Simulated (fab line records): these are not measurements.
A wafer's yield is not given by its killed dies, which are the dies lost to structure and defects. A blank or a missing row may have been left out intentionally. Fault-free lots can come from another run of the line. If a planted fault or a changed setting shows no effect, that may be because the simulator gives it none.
Chamber matching -- flow nand harc -- rie diel-07 running NHARC_P_M0_ETCH_34: 4 sister chambers
The step etches the open film in N2/H2, target depth 40 nm, overetch 12 nm, time 43.94 s. 4 wafers are shown with their chamber, then 9 later ones without.

## EACH WAFER AND ITS CHAMBER
wafer,chamber,drypump motor current A (A)
L230.6,1,5.6
L241.4,2,6.0
L242.3,3,6.1
L242.6,0,6.6

## WAFERS WHOSE CHAMBER IS MISSING
wafer,drypump motor current A (A)
L244.4,6.1
L244.5,6.6
L244.6,5.5
L245.2,5.6
L245.3,5.9
L245.4,6.1
L246.4,6.6
L246.5,5.5
L246.6,5.9

## CHAMBER TAKEN BY EACH
wafer,from the rows above,in truth
L244.4,can't be placed: 3 or 2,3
L244.5,0,0
L244.6,1,1
L245.2,1,1
L245.3,can't be placed: 2 or 3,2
L245.4,can't be placed: 3 or 2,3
L246.4,0,0
L246.5,1,1
L246.6,can't be placed: 2 or 3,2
Placed correctly: 5 of 9. These rows do not allow placing 4 (true chamber among the candidates in 4). Placed wrongly: 0.
How it was worked out, from the rows above alone: a wafer's distance from a chamber is the root of the sum, over the readings, of the square of ((its reading less the chamber's mean) divided by the reading's scatter). If the next closest chamber is less than 2 further off than the closest, the wafer can't be placed; otherwise it belongs to the closest. Each chamber's mean is taken over the wafers shown for it. The scatter: with one shown wafer a chamber, the root of the mean of the squares of how far each hidden wafer lies from its nearest shown one.
